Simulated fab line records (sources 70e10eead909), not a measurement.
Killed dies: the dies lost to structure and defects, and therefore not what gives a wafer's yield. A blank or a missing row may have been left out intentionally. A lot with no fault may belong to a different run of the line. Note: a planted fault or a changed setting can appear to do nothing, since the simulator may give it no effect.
Which tool is to blame? || flow nandHarc || Sampling: 13 lots, 39 wafers, 6 of 1302 route steps

## WHAT EACH GAUGE READ, for each wafer
NHARC_P_BONDPAD_CD_MEAS_09 targets a cd of 500 nm. Usual: cdNm 501 nm, standard deviation 3.
{"lot": "L491", "measured": "day 6 09:58", "on": "cdSem-01", "cdNm (nm)": "504 506 503", "flag": ""}
{"lot": "L492", "measured": "day 7 00:31", "on": "cdSem-03", "cdNm (nm)": "499 505 507", "flag": ""}
{"lot": "L493", "measured": "day 7 09:56", "on": "cdSem-01", "cdNm (nm)": "500 502 500", "flag": ""}
{"lot": "L495", "measured": "day 8 06:02", "on": "cdSem-03", "cdNm (nm)": "505 501 501", "flag": ""}
{"lot": "L496", "measured": "day 8 20:59", "on": "cdSem-02", "cdNm (nm)": "508 503 503", "flag": ""}
{"lot": "L499", "measured": "day 9 18:28", "on": "cdSem-03", "cdNm (nm)": "500 503 501", "flag": ""}
{"lot": "L505", "measured": "day 12 17:55", "on": "cdSem-03", "cdNm (nm)": "501 497 497", "flag": ""}
{"lot": "L506", "measured": "day 13 05:16", "on": "cdSem-02", "cdNm (nm)": "501 502 500", "flag": ""}
{"lot": "L509", "measured": "day 14 05:50", "on": "cdSem-02", "cdNm (nm)": "503 502 506", "flag": ""}
{"lot": "L510", "measured": "day 14 16:11", "on": "cdSem-01", "cdNm (nm)": "503 501 500", "flag": ""}
{"lot": "L512", "measured": "day 15 09:32", "on": "cdSem-03", "cdNm (nm)": "501 499 501", "flag": ""}
{"lot": "L513", "measured": "day 15 16:55", "on": "cdSem-03", "cdNm (nm)": "502 499 498", "flag": ""}
{"lot": "L514", "measured": "day 16 05:15", "on": "cdSem-01", "cdNm (nm)": "502 505 508", "flag": ""}

NHARC_P_BONDPAD_OVL_MEAS_38. Usual: overlayXNm 0 nm, standard deviation 5.2; overlayYNm -3 nm, standard deviation 5.6.
{"lot": "L491", "measured": "day 6 10:04", "on": "overlay-02", "overlayXNm (nm)": "6 6 7", "overlayYNm (nm)": "2 2 2", "flag": ""}
{"lot": "L492", "measured": "day 7 00:35", "on": "overlay-02", "overlayXNm (nm)": "12 13 13", "overlayYNm (nm)": "1 1 1", "flag": ""}
{"lot": "L493", "measured": "day 7 10:01", "on": "overlay-01", "overlayXNm (nm)": "-3 -3 -3", "overlayYNm (nm)": "2 1 1", "flag": ""}
{"lot": "L495", "measured": "day 8 06:08", "on": "overlay-01", "overlayXNm (nm)": "1 1 1", "overlayYNm (nm)": "-1 0 0", "flag": ""}
{"lot": "L496", "measured": "day 8 21:04", "on": "overlay-02", "overlayXNm (nm)": "-2 -1 -2", "overlayYNm (nm)": "5 5 6", "flag": ""}
{"lot": "L499", "measured": "day 9 18:34", "on": "overlay-02", "overlayXNm (nm)": "4 4 4", "overlayYNm (nm)": "-1 -2 -2", "flag": ""}
{"lot": "L505", "measured": "day 12 18:00", "on": "overlay-02", "overlayXNm (nm)": "-4 -4 -3", "overlayYNm (nm)": "-8 -8 -8", "flag": ""}
{"lot": "L506", "measured": "day 13 05:21", "on": "overlay-01", "overlayXNm (nm)": "6 7 6", "overlayYNm (nm)": "-1 -1 -1", "flag": ""}
{"lot": "L509", "measured": "day 14 05:56", "on": "overlay-01", "overlayXNm (nm)": "5 5 5", "overlayYNm (nm)": "1 1 1", "flag": ""}
{"lot": "L510", "measured": "day 14 16:17", "on": "overlay-01", "overlayXNm (nm)": "-9 -9 -9", "overlayYNm (nm)": "-10 -10 -10", "flag": ""}
{"lot": "L512", "measured": "day 15 09:38", "on": "overlay-01", "overlayXNm (nm)": "-4 -4 -4", "overlayYNm (nm)": "-18 -17 -17", "flag": ""}
{"lot": "L513", "measured": "day 15 16:59", "on": "overlay-02", "overlayXNm (nm)": "3 3 3", "overlayYNm (nm)": "2 2 3", "flag": ""}
{"lot": "L514", "measured": "day 16 05:20", "on": "overlay-01", "overlayXNm (nm)": "0 1 0", "overlayYNm (nm)": "-2 -2 -2", "flag": ""}

NHARC_A_SOURCE_PLATE_THK_MEAS_06: measures by ellipsometry. Usual: thkNm 200.3 nm, standard deviation 2.
{"lot": "L491", "measured": "day 7 12:20", "on": "filmMetro-02", "thkNm (nm)": "199.8 202.1 200.0", "flag": ""}
{"lot": "L492", "measured": "day 8 02:15", "on": "filmMetro-02", "thkNm (nm)": "197.7 199.6 200.2", "flag": ""}
{"lot": "L493", "measured": "day 8 11:54", "on": "filmMetro-02", "thkNm (nm)": "201.7 200.8 202.8", "flag": ""}
{"lot": "L495", "measured": "day 9 08:11", "on": "filmMetro-01", "thkNm (nm)": "199.4 194.7 199.1", "flag": ""}
{"lot": "L496", "measured": "day 9 22:55", "on": "filmMetro-02", "thkNm (nm)": "202.6 202.3 200.2", "flag": ""}
{"lot": "L499", "measured": "day 10 21:40", "on": "filmMetro-02", "thkNm (nm)": "198.1 197.2 197.3", "flag": ""}
{"lot": "L505", "measured": "day 13 18:25", "on": "filmMetro-01", "thkNm (nm)": "150.4 151.7 150.5", "flag": "OFF"}
{"lot": "L506", "measured": "day 14 12:14", "on": "filmMetro-01", "thkNm (nm)": "151.6 150.8 152.0", "flag": "OFF"}
{"lot": "L509", "measured": "day 15 08:07", "on": "filmMetro-02", "thkNm (nm)": "202.0 201.2 203.0", "flag": ""}
{"lot": "L510", "measured": "day 15 17:32", "on": "filmMetro-02", "thkNm (nm)": "198.9 199.6 199.3", "flag": ""}
{"lot": "L512", "measured": "day 16 11:17", "on": "filmMetro-01", "thkNm (nm)": "198.2 198.7 200.2", "flag": ""}
{"lot": "L513", "measured": "day 16 20:55", "on": "filmMetro-01", "thkNm (nm)": "199.0 201.4 198.0", "flag": ""}
{"lot": "L514", "measured": "day 17 07:56", "on": "filmMetro-01", "thkNm (nm)": "201.7 203.3 204.6", "flag": ""}

NHARC_END_SORT_01. Usual: killedAtArray 56, standard deviation 20; killedAtOther 0.9, standard deviation 1.1; killedAtPeriphery 3.7, standard deviation 3; killedDies 61, standard deviation 21; killedOpen 2.9, standard deviation 1.6; killedShort 2.6, standard deviation 1.4.
{"lot": "L506", "measured": "day 31 07:13", "on": "prober-02", "killedAtArray": 49, "killedAtOther": 0, "killedAtPeriphery": 2, "killedDies": 51, "killedOpen": 2, "killedShort": 3, "flag": ""}

## TOOL THAT RAN EACH LOT (tool first, then ch and the chambers of the sampled wafers, then the start)
{"lot": "L491", "NHARC_P_M2_ANNEAL_31": "rtpAnneal-02 ch 0, day 6 07:21", "NHARC_A_SOURCE_PLATE_CVD_03": "lpcvdPoly-01 ch 0, day 7 01:55"}
{"lot": "L492", "NHARC_P_M2_ANNEAL_31": "rtpAnneal-02 ch 0, day 6 22:07", "NHARC_A_SOURCE_PLATE_CVD_03": "lpcvdPoly-01 ch 0, day 7 15:47"}
{"lot": "L493", "NHARC_P_M2_ANNEAL_31": "rtpAnneal-02 ch 0, day 7 07:28", "NHARC_A_SOURCE_PLATE_CVD_03": "lpcvdPoly-03 ch 0, day 8 01:24"}
{"lot": "L495", "NHARC_P_M2_ANNEAL_31": "rtpAnneal-02 ch 0, day 8 03:22", "NHARC_A_SOURCE_PLATE_CVD_03": "lpcvdPoly-03 ch 0, day 8 20:52"}
{"lot": "L496", "NHARC_P_M2_ANNEAL_31": "rtpAnneal-02 ch 0, day 8 18:14", "NHARC_A_SOURCE_PLATE_CVD_03": "lpcvdPoly-03 ch 0, day 9 11:44"}
{"lot": "L499", "NHARC_P_M2_ANNEAL_31": "rtpAnneal-02 ch 0, day 9 16:04", "NHARC_A_SOURCE_PLATE_CVD_03": "lpcvdPoly-01 ch 0, day 10 09:37"}
{"lot": "L505", "NHARC_P_M2_ANNEAL_31": "rtpAnneal-01 ch 0, day 12 15:20", "NHARC_A_SOURCE_PLATE_CVD_03": "lpcvdPoly-03 ch 0, day 13 10:34"}
{"lot": "L506", "NHARC_P_M2_ANNEAL_31": "rtpAnneal-01 ch 0, day 13 02:29", "NHARC_A_SOURCE_PLATE_CVD_03": "lpcvdPoly-03 ch 0, day 13 21:45"}
{"lot": "L509", "NHARC_P_M2_ANNEAL_31": "rtpAnneal-01 ch 0, day 14 03:14", "NHARC_A_SOURCE_PLATE_CVD_03": "lpcvdPoly-02 ch 0, day 14 21:19"}
{"lot": "L510", "NHARC_P_M2_ANNEAL_31": "rtpAnneal-02 ch 0, day 14 13:42", "NHARC_A_SOURCE_PLATE_CVD_03": "lpcvdPoly-02 ch 0, day 15 07:08"}
{"lot": "L512", "NHARC_P_M2_ANNEAL_31": "rtpAnneal-02 ch 0, day 15 06:56", "NHARC_A_SOURCE_PLATE_CVD_03": "lpcvdPoly-01 ch 0, day 16 00:29"}
{"lot": "L513", "NHARC_P_M2_ANNEAL_31": "rtpAnneal-02 ch 0, day 15 14:32", "NHARC_A_SOURCE_PLATE_CVD_03": "lpcvdPoly-02 ch 0, day 16 07:43"}
{"lot": "L514", "NHARC_P_M2_ANNEAL_31": "rtpAnneal-02 ch 0, day 16 02:38", "NHARC_A_SOURCE_PLATE_CVD_03": "lpcvdPoly-01 ch 0, day 16 22:02"}
- NHARC_P_M2_ANNEAL_31: time 90 s.
- NHARC_A_SOURCE_PLATE_CVD_03: deposits poly-Si, target thk 200 nm, time 4000 s.

## WHAT THE TOOLS THEMSELVES READ (means of the sampled wafers that have a number; where no wafer has one, the mark that the record gives instead)
NHARC_P_M2_ANNEAL_31. Usual: wafer_temp_C_max 225.80, standard deviation 0.23.
{"lot": "L491", "tool": "rtpAnneal-02", "wafer_temp_C_max": 225.70, "flag": ""}
{"lot": "L492", "tool": "rtpAnneal-02", "wafer_temp_C_max": 226.00, "flag": ""}
{"lot": "L493", "tool": "rtpAnneal-02", "wafer_temp_C_max": 225.57, "flag": ""}
{"lot": "L495", "tool": "rtpAnneal-02", "wafer_temp_C_max": 225.83, "flag": ""}
{"lot": "L496", "tool": "rtpAnneal-02", "wafer_temp_C_max": 225.95, "flag": ""}
{"lot": "L499", "tool": "rtpAnneal-02", "wafer_temp_C_max": 225.82, "flag": ""}
{"lot": "L505", "tool": "rtpAnneal-01", "wafer_temp_C_max": 226.05, "flag": ""}
{"lot": "L506", "tool": "rtpAnneal-01", "wafer_temp_C_max": 226.00, "flag": ""}
{"lot": "L509", "tool": "rtpAnneal-01", "wafer_temp_C_max": 226.02, "flag": ""}
{"lot": "L510", "tool": "rtpAnneal-02", "wafer_temp_C_max": 225.67, "flag": ""}
{"lot": "L512", "tool": "rtpAnneal-02", "wafer_temp_C_max": 225.56, "flag": ""}
{"lot": "L513", "tool": "rtpAnneal-02", "wafer_temp_C_max": 225.76, "flag": ""}
{"lot": "L514", "tool": "rtpAnneal-02", "wafer_temp_C_max": 225.86, "flag": ""}

NHARC_A_SOURCE_PLATE_CVD_03. Usual: spikeTcBottomC 640 C, standard deviation 4.9; spikeTcCentreC 620.4 C, standard deviation 1; spikeTcLowerC 618.9 C, standard deviation 1.7; spikeTcTopC 637 C, standard deviation 5.9; spikeTcUpperC 619.8 C, standard deviation 1.5; tubeCenterTempC 620.00 C, standard deviation 0.066.
{"lot": "L491", "tool": "lpcvdPoly-01", "spikeTcBottomC (C)": 643, "spikeTcCentreC (C)": 620.9, "spikeTcLowerC (C)": 620.0, "spikeTcTopC (C)": 646, "spikeTcUpperC (C)": 620.8, "tubeCenterTempC (C)": 619.99, "flag": ""}
{"lot": "L492", "tool": "lpcvdPoly-01", "spikeTcBottomC (C)": 644, "spikeTcCentreC (C)": 620.1, "spikeTcLowerC (C)": 619.0, "spikeTcTopC (C)": 644, "spikeTcUpperC (C)": 619.8, "tubeCenterTempC (C)": 619.99, "flag": ""}
{"lot": "L493", "tool": "lpcvdPoly-03", "spikeTcBottomC (C)": 633, "spikeTcCentreC (C)": 620.2, "spikeTcLowerC (C)": 616.7, "spikeTcTopC (C)": 633, "spikeTcUpperC (C)": 619.7, "tubeCenterTempC (C)": 620.01, "flag": ""}
{"lot": "L495", "tool": "lpcvdPoly-03", "spikeTcBottomC (C)": 634, "spikeTcCentreC (C)": 619.8, "spikeTcLowerC (C)": 616.6, "spikeTcTopC (C)": 632, "spikeTcUpperC (C)": 618.3, "tubeCenterTempC (C)": 619.99, "flag": ""}
{"lot": "L496", "tool": "lpcvdPoly-03", "spikeTcBottomC (C)": 635, "spikeTcCentreC (C)": 620.1, "spikeTcLowerC (C)": 618.3, "spikeTcTopC (C)": 631, "spikeTcUpperC (C)": 619.1, "tubeCenterTempC (C)": 620.02, "flag": ""}
{"lot": "L499", "tool": "lpcvdPoly-01", "spikeTcBottomC (C)": 644, "spikeTcCentreC (C)": 620.3, "spikeTcLowerC (C)": 618.5, "spikeTcTopC (C)": 645, "spikeTcUpperC (C)": 620.5, "tubeCenterTempC (C)": 620.03, "flag": ""}
{"lot": "L505", "tool": "lpcvdPoly-03", "spikeTcBottomC (C)": 622, "spikeTcCentreC (C)": 607.9, "spikeTcLowerC (C)": 605.1, "spikeTcTopC (C)": 620, "spikeTcUpperC (C)": 606.8, "tubeCenterTempC (C)": 607.56, "flag": "OFF"}
{"lot": "L506", "tool": "lpcvdPoly-03", "spikeTcBottomC (C)": 623, "spikeTcCentreC (C)": 608.0, "spikeTcLowerC (C)": 605.5, "spikeTcTopC (C)": 621, "spikeTcUpperC (C)": 607.5, "tubeCenterTempC (C)": 607.63, "flag": "OFF"}
{"lot": "L509", "tool": "lpcvdPoly-02", "spikeTcBottomC (C)": 641, "spikeTcCentreC (C)": 620.1, "spikeTcLowerC (C)": 622.5, "spikeTcTopC (C)": 633, "spikeTcUpperC (C)": 621.6, "tubeCenterTempC (C)": 619.98, "flag": ""}
{"lot": "L510", "tool": "lpcvdPoly-02", "spikeTcBottomC (C)": 642, "spikeTcCentreC (C)": 619.3, "spikeTcLowerC (C)": 621.0, "spikeTcTopC (C)": 633, "spikeTcUpperC (C)": 622.7, "tubeCenterTempC (C)": 619.96, "flag": ""}
{"lot": "L512", "tool": "lpcvdPoly-01", "spikeTcBottomC (C)": 644, "spikeTcCentreC (C)": 621.0, "spikeTcLowerC (C)": 618.3, "spikeTcTopC (C)": 644, "spikeTcUpperC (C)": 618.7, "tubeCenterTempC (C)": 620.06, "flag": ""}
{"lot": "L513", "tool": "lpcvdPoly-02", "spikeTcBottomC (C)": 642, "spikeTcCentreC (C)": 620.9, "spikeTcLowerC (C)": 621.3, "spikeTcTopC (C)": 635, "spikeTcUpperC (C)": 620.9, "tubeCenterTempC (C)": 620.03, "flag": ""}
{"lot": "L514", "tool": "lpcvdPoly-01", "spikeTcBottomC (C)": 645, "spikeTcCentreC (C)": 621.6, "spikeTcLowerC (C)": 618.2, "spikeTcTopC (C)": 645, "spikeTcUpperC (C)": 618.4, "tubeCenterTempC (C)": 619.93, "flag": ""}

## THE ANSWER, worked out from the rows above alone
Rule: lot off if the mean of its wafers having a number is beyond 3 standard deviations from the usual mean. A lot without any number at a reading at which 4 lots or more have one is off too. Any other lot the step has rows for is counted as sound. The gauges are gone through in route order, then the tools' own readings, and for those a lot's mean is taken as printed above. At the first step where some lot is off, the reading lying furthest off is the one used; lots without a number count as furthest.
Off at NHARC_A_SOURCE_PLATE_THK_MEAS_06 (thkNm): L505, L506.
If a tool, at a process step before that reading, ran all the lots that are off and no sound lot after the first of them, it fits. The gauges at NHARC_A_SOURCE_PLATE_THK_MEAS_06 aren't tried: what is off there is off at NHARC_A_SOURCE_PLATE_CVD_03 too, on other tools, and a gauge's error can't cause that. One candidate fits, namely lpcvdPoly-03 at NHARC_A_SOURCE_PLATE_CVD_03. Its last sound lot is L496 (day 9 11:44), its first lot that is off L505 (day 13 10:34): a fault that began between those two fits.
The tool's own readings at NHARC_A_SOURCE_PLATE_CVD_03 bear it out: on the lots that are off they differ by more than 5 times the standard deviation of the sound lots' means. spikeTcCentreC reads 608.0 C there against 620.4 C on the sound lots; spikeTcLowerC reads 605.3 C there against 619.1 C on the sound lots; spikeTcUpperC reads 607.1 C there against 620.0 C on the sound lots; tubeCenterTempC reads 607.60 C there against 620.00 C on the sound lots.

## WHAT THE SIMULATOR HAD INSERTED
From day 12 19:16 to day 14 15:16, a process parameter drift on lpcvdPoly-03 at NHARC_A_SOURCE_PLATE_CVD_03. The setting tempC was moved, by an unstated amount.
Shown lots that were struck: L505, L506. This agrees with what the rule above found.
